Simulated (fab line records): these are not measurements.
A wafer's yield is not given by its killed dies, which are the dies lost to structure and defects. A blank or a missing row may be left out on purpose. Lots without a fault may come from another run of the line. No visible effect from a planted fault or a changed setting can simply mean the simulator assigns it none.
Which tool is to blame?    flow nand-harc    72 wafers from 24 lots sampled at 6 of the route's 1159 steps

## WHAT THE GAUGES READ, wafer by wafer
NHARC_P_GATE_CD_MEAS_46 targets a cd of 720 nm. Usual: cd-nm reads 718.6 nm (standard deviation 2.8).
lot   measured      on         cd-nm (nm)         flag
L074  day 5 08:16   cd-sem-01  725.0 718.5 722.1  
L075  day 5 08:40   cd-sem-02  718.1 719.6 718.8  
L077  day 5 20:50   cd-sem-02  718.0 714.6 721.7  
L076  day 5 21:37   cd-sem-03  720.7 720.3 721.2  
L078  day 6 04:50   cd-sem-01  717.0 726.3 719.5  
L079  day 6 04:59   cd-sem-03  715.6 713.4 715.8  
L081  day 6 22:10   cd-sem-03  719.0 717.2 720.3  
L080  day 6 22:26   cd-sem-01  724.6 719.4 721.9  
L082  day 7 09:26   cd-sem-02  719.7 721.1 721.9  
L083  day 7 10:07   cd-sem-02  724.7 719.6 720.6  
L084  day 7 20:24   cd-sem-01  717.3 717.7 717.0  
L085  day 7 20:41   cd-sem-02  717.1 714.8 716.3  
L088  day 8 13:46   cd-sem-02  715.0 714.9 714.1  
L086  day 8 13:55   cd-sem-01  722.6 719.6 718.7  
L087  day 8 13:58   cd-sem-03  718.8 713.6 715.4  
L089  day 9 07:30   cd-sem-02  716.1 713.8 717.2  
L090  day 9 08:15   cd-sem-01  719.1 718.3 717.2  
L091  day 9 13:44   cd-sem-03  723.6 718.7 718.5  
L092  day 9 14:29   cd-sem-02  716.0 717.2 724.5  
L093  day 9 20:19   cd-sem-02  719.3 720.7 715.9  
L094  day 10 04:01  cd-sem-03  721.0 717.4 717.1  
L095  day 10 11:05  cd-sem-02  718.1 720.2 716.1  
L096  day 10 18:37  cd-sem-01  718.4 718.9 720.3  
L097  day 10 18:50  cd-sem-03  721.7 717.1 717.3  

NHARC_P_GATE_CD_MEAS_59 targets a cd of 720 nm. Usual: cd-nm reads 721 nm (standard deviation 3.5).
lot   measured      on         cd-nm (nm)   flag
L074  day 5 10:05   cd-sem-03  718 718 716  
L075  day 5 10:28   cd-sem-03  725 722 722  
L077  day 5 22:37   cd-sem-02  722 724 722  
L076  day 5 23:22   cd-sem-01  717 719 721  
L078  day 6 06:28   cd-sem-03  725 724 724  
L079  day 6 06:45   cd-sem-02  719 713 715  
L081  day 6 23:47   cd-sem-03  718 719 719  
L080  day 7 00:10   cd-sem-02  723 727 720  
L082  day 7 11:12   cd-sem-03  721 728 723  
L083  day 7 11:56   cd-sem-02  716 720 719  
L084  day 7 22:02   cd-sem-02  727 721 725  
L085  day 7 22:53   cd-sem-01  717 721 717  
L088  day 8 15:26   cd-sem-01  716 716 716  
L086  day 8 15:41   cd-sem-03  719 715 717  
L087  day 8 15:55   cd-sem-01  728 724 722  
L089  day 9 09:19   cd-sem-03  723 726 725  
L090  day 9 10:04   cd-sem-02  727 723 723  
L091  day 9 15:23   cd-sem-02  719 722 717  
L092  day 9 16:14   cd-sem-02  717 719 721  
L093  day 9 21:57   cd-sem-01  718 715 719  
L094  day 10 05:40  cd-sem-01  724 724 722  
L095  day 10 12:43  cd-sem-01  721 718 717  
L096  day 10 20:34  cd-sem-02  721 727 718  
L097  day 10 20:44  cd-sem-02  719 727 721  

NHARC_P_CONTACT_CD_MEAS_19. Usual: cd-nm reads 89.8 nm (standard deviation 2.3).
lot   measured      on         cd-nm (nm)      flag
L074  day 5 17:27   cd-sem-01  87.4 87.9 88.4  
L075  day 5 18:28   cd-sem-02  91.9 93.8 89.6  
L077  day 6 05:59   cd-sem-01  88.9 88.1 89.5  
L076  day 6 07:05   cd-sem-01  88.3 91.0 91.8  
L078  day 6 13:51   cd-sem-01  90.5 92.3 93.4  
L079  day 6 14:13   cd-sem-03  90.0 89.3 89.3  
L081  day 7 07:10   cd-sem-01  89.0 91.1 92.2  
L080  day 7 08:22   cd-sem-01  90.2 90.5 89.8  
L082  day 7 18:43   cd-sem-01  90.4 89.2 89.3  
L083  day 7 19:20   cd-sem-01  92.5 91.1 92.1  
L084  day 8 05:34   cd-sem-01  92.2 89.7 88.5  
L085  day 8 06:22   cd-sem-02  91.8 87.0 88.9  
L088  day 8 22:59   cd-sem-02  87.0 90.5 88.5  
L086  day 9 00:08   cd-sem-03  89.2 93.9 91.3  
L087  day 9 00:51   cd-sem-01  89.4 88.2 90.4  
L089  day 9 17:09   cd-sem-02  85.8 88.7 84.1  
L090  day 9 17:38   cd-sem-01  91.0 91.2 93.1  
L091  day 9 23:07   cd-sem-02  85.1 88.4 92.3  
L092  day 10 01:02  cd-sem-01  84.6 87.8 90.2  
L093  day 10 05:26  cd-sem-03  89.6 93.7 90.9  
L094  day 10 13:01  cd-sem-01  92.4 92.7 91.9  
L095  day 10 19:57  cd-sem-03  90.2 90.6 86.0  
L096  day 11 04:20  cd-sem-02  89.8 89.6 90.2  
L097  day 11 04:43  cd-sem-01  92.1 90.7 89.3  

## EACH LOT AND THE TOOL THAT RAN IT (in order: tool; ch and the chambers of the sampled wafers; start)
lot   NHARC_P_GATE_STRIP_76                 NHARC_P_GATE_DESCUM_93              NHARC_P_CONTACT_ETCH_18
L074  plasma-asher-02 ch 0,1, day 5 10:54   rie-diel-02 ch 0,1, day 5 11:52     rie-diel-09 ch 0,1,2, day 5 17:27 or earlier
L075  plasma-asher-02 ch 0,1, day 5 11:17   rie-diel-07 ch 1,3, day 5 12:15     rie-diel-01 ch 1,2,3, day 5 18:28 or earlier
L077  plasma-asher-02 ch 0,1, day 5 23:26   rie-diel-07 ch 0,1,2, day 6 00:31   rie-diel-09 ch 1,2,3, day 6 05:59 or earlier
L076  plasma-asher-01 ch 0,1, day 6 00:10   rie-diel-02 ch 0,1,3, day 6 01:14   rie-diel-01 ch 0,1,2, day 6 07:05 or earlier
L078  plasma-asher-02 ch 0,1, day 6 07:17   rie-diel-02 ch 0,1,3, day 6 08:15   rie-diel-13 ch 1,2,3, day 6 13:51 or earlier
L079  plasma-asher-01 ch 0,1, day 6 07:33   rie-diel-04 ch 1,3, day 6 08:38     rie-diel-09 ch 0,1,3, day 6 14:13 or earlier
L081  plasma-asher-01 ch 1, day 7 00:36     rie-diel-07 ch 0,2, day 7 01:43     rie-diel-09 ch 0,1,3, day 7 07:10 or earlier
L080  plasma-asher-02 ch 0,1, day 7 01:07   rie-diel-04 ch 0,1,2, day 7 02:11   rie-diel-13 ch 0,1,3, day 7 08:22 or earlier
L082  plasma-asher-02 ch 0,1, day 7 12:10   rie-diel-04 ch 1,2,3, day 7 13:15   rie-diel-09 ch 0,1,3, day 7 18:43 or earlier
L083  plasma-asher-02 ch 0,1, day 7 12:46   rie-diel-04 ch 0,2,3, day 7 13:45   rie-diel-13 ch 1,2,3, day 7 19:20 or earlier
L084  plasma-asher-01 ch 0,1, day 7 22:50   rie-diel-04 ch 0,1,3, day 7 23:56   rie-diel-13 ch 1,2, day 8 05:34 or earlier
L085  plasma-asher-01 ch 0,1, day 7 23:40   rie-diel-02 ch 0,1,2, day 8 00:46   rie-diel-01 ch 1,2, day 8 06:22 or earlier
L088  plasma-asher-01 ch 0,1, day 8 16:15   rie-diel-04 ch 2,3, day 8 17:13     rie-diel-01 ch 0,2,3, day 8 22:59 or earlier
L086  plasma-asher-01 ch 0,1, day 8 16:43   rie-diel-04 ch 1,3, day 8 17:49     rie-diel-13 ch 0,3, day 9 00:08 or earlier
L087  plasma-asher-01 ch 0,1, day 8 17:02   rie-diel-07 ch 1,2, day 8 18:00     rie-diel-09 ch 1,2, day 9 00:51 or earlier
L089  plasma-asher-01 ch 0,1, day 9 10:07   rie-diel-04 ch 0,2,3, day 9 11:11   rie-diel-09 ch 2,3, day 9 17:09 or earlier
L090  plasma-asher-02 ch 0,1, day 9 10:52   rie-diel-04 ch 2,3, day 9 11:56     rie-diel-13 ch 1,3, day 9 17:38 or earlier
L091  plasma-asher-02 ch 0,1, day 9 16:13   rie-diel-04 ch 0,2,3, day 9 17:20   rie-diel-13 ch 0,1, day 9 23:07 or earlier
L092  plasma-asher-02 ch 0,1, day 9 17:04   rie-diel-04 ch 0,2,3, day 9 18:01   rie-diel-01 ch 0,2,3, day 10 01:02 or earlier
L093  plasma-asher-01 ch 0,1, day 9 22:46   rie-diel-07 ch 1,2,3, day 9 23:50   rie-diel-13 ch 1,3, day 10 05:26 or earlier
L094  plasma-asher-01 ch 0,1, day 10 06:28  rie-diel-02 ch 0,2, day 10 07:25    rie-diel-13 ch 1,2,3, day 10 13:01 or earlier
L095  plasma-asher-01 ch 0,1, day 10 13:32  rie-diel-02 ch 1,2, day 10 14:28    rie-diel-01 ch 1,2, day 10 19:57 or earlier
L096  plasma-asher-02 ch 0,1, day 10 21:22  rie-diel-04 ch 1,2,3, day 10 22:28  rie-diel-13 ch 1,2,3, day 11 04:20 or earlier
L097  plasma-asher-01 ch 0,1, day 10 21:34  rie-diel-02 ch 0,1, day 10 22:39    rie-diel-09 ch 0,2,3, day 11 04:43 or earlier
- NHARC_P_GATE_STRIP_76: strips in O2.
- NHARC_P_GATE_DESCUM_93: chemistry O2, time 3 s.
- NHARC_P_CONTACT_ETCH_18: etches the open film in C4F8/O2/Ar, target depth 481 nm, time 240.5 s.

## WHAT THE TOOLS THEMSELVES READ (means of the sampled wafers that have a number; where no wafer has one, the mark that the record gives instead)
NHARC_P_GATE_STRIP_76. Usual: drypump-motor-current-A 5.6 A, standard deviation 0.44; heater-power-w 329 W, standard deviation 21.
lot   tool             drypump-motor-current-A (A)  heater-power-w (W)  flag
L074  plasma-asher-02  5.7                          330                 
L075  plasma-asher-02  5.3                          318                 
L077  plasma-asher-02  5.3                          329                 
L076  plasma-asher-01  5.7                          330                 
L078  plasma-asher-02  5.3                          322                 
L079  plasma-asher-01  5.6                          343                 
L081  plasma-asher-01  5.8                          317                 
L080  plasma-asher-02  5.3                          319                 
L082  plasma-asher-02  5.7                          328                 
L083  plasma-asher-02  5.3                          320                 
L084  plasma-asher-01  5.6                          338                 
L085  plasma-asher-01  5.6                          344                 
L088  plasma-asher-01  5.6                          343                 
L086  plasma-asher-01  5.7                          328                 
L087  plasma-asher-01  5.6                          338                 
L089  plasma-asher-01  5.7                          331                 
L090  plasma-asher-02  5.7                          312                 
L091  plasma-asher-02  5.3                          308                 
L092  plasma-asher-02  5.7                          316                 
L093  plasma-asher-01  5.6                          340                 
L094  plasma-asher-01  5.6                          341                 
L095  plasma-asher-01  5.7                          330                 
L096  plasma-asher-02  5.3                          305                 
L097  plasma-asher-01  5.7                          327                 

NHARC_P_GATE_DESCUM_93. Usual: drypump-motor-current-A 5.8 A, standard deviation 0.5; oes-product-au 1.002 a.u., standard deviation 0.011; rf-vpp-V 57.8 V, standard deviation 0.89; showerhead-plenum-p-Torr 1.92 Torr, standard deviation 0.07; throttle-valve-pct 11.312 %, standard deviation 0.0098.
lot   tool         drypump-motor-current-A (A)  oes-product-au (a.u.)  rf-vpp-V (V)  showerhead-plenum-p-Torr (Torr)  throttle-valve-pct (%)  flag
L074  rie-diel-02  6.1                          1.010                  58.5          1.90                             11.319                  
L075  rie-diel-07  6.0                          1.004                  58.9          2.01                             11.318                  
L077  rie-diel-07  5.7                          1.015                  57.7          1.97                             11.317                  
L076  rie-diel-02  5.8                          0.999                  58.4          1.89                             11.319                  
L078  rie-diel-02  5.8                          1.004                  58.1          1.89                             11.309                  
L079  rie-diel-04  6.0                          0.998                  58.1          1.99                             11.305                  
L081  rie-diel-07  5.8                          1.009                  57.9          1.95                             11.307                  
L080  rie-diel-04  5.5                          0.998                  57.5          1.88                             11.319                  
L082  rie-diel-04  6.0                          1.003                  57.7          1.95                             11.304                  
L083  rie-diel-04  5.7                          1.007                  57.8          1.89                             11.316                  
L084  rie-diel-04  5.7                          0.990                  57.5          1.93                             11.319                  
L085  rie-diel-02  6.0                          1.005                  57.1          1.90                             11.313                  
L088  rie-diel-04  6.0                          1.003                  57.1          1.91                             11.308                  
L086  rie-diel-04  6.3                          1.000                  57.4          1.99                             11.314                  
L087  rie-diel-07  5.7                          1.017                  57.8          1.96                             11.312                  
L089  rie-diel-04  5.7                          1.000                  57.3          1.89                             11.316                  
L090  rie-diel-04  6.0                          1.004                  57.1          1.91                             11.313                  
L091  rie-diel-04  5.7                          1.002                  57.1          1.89                             11.312                  
L092  rie-diel-04  5.7                          0.999                  57.3          1.89                             11.313                  
L093  rie-diel-07  5.9                          1.011                  58.9          1.97                             11.311                  
L094  rie-diel-02  5.9                          1.004                  58.0          1.91                             11.311                  
L095  rie-diel-02  6.0                          0.995                  57.3          1.91                             11.321                  
L096  rie-diel-04  6.0                          0.994                  59.3          1.94                             11.306                  
L097  rie-diel-02  6.0                          1.003                  57.8          1.86                             11.308                  

NHARC_P_CONTACT_ETCH_18. Usual: oes-product-au 0.963 a.u., standard deviation 0.019; rf-vpp-V 977 V, standard deviation 5.3.
lot   tool         oes-product-au (a.u.)  rf-vpp-V (V)  flag
L074  rie-diel-09  0.939                  978           
L075  rie-diel-01  0.973                  971           
L077  rie-diel-09  0.981                  976           
L076  rie-diel-01  0.980                  974           
L078  rie-diel-13  0.923                  976           
L079  rie-diel-09  0.973                  981           
L081  rie-diel-09  0.969                  981           
L080  rie-diel-13  0.977                  979           
L082  rie-diel-09  0.943                  981           
L083  rie-diel-13  0.967                  976           
L084  rie-diel-13  0.975                  975           
L085  rie-diel-01  0.946                  969           
L088  rie-diel-01  0.964                  974           
L086  rie-diel-13  0.975                  980           
L087  rie-diel-09  0.972                  976           
L089  rie-diel-09  0.933                  976           
L090  rie-diel-13  0.959                  979           
L091  rie-diel-13  0.961                  981           
L092  rie-diel-01  0.956                  973           
L093  rie-diel-13  0.964                  978           
L094  rie-diel-13  0.973                  975           
L095  rie-diel-01  0.968                  970           
L096  rie-diel-13  0.970                  975           
L097  rie-diel-09  0.973                  978           

## THE ANSWER, worked out from the rows above alone
Rule: lot off if the mean of its wafers having a number is beyond 3 standard deviations from the usual mean. Also off: a lot with no number at a reading for which 4 or more lots have one. Any other lot the step has rows for is counted as sound. Order of review: gauges by route order, followed by the tools' own readings, for which a lot's mean as printed above is used. The first step at which some lot is off is used, and at that step the reading that is off furthest; a lot without a number counts as furthest.
None of the lots is off at any reading shown; this tells nothing.

## WHAT THE SIMULATOR PUT IN
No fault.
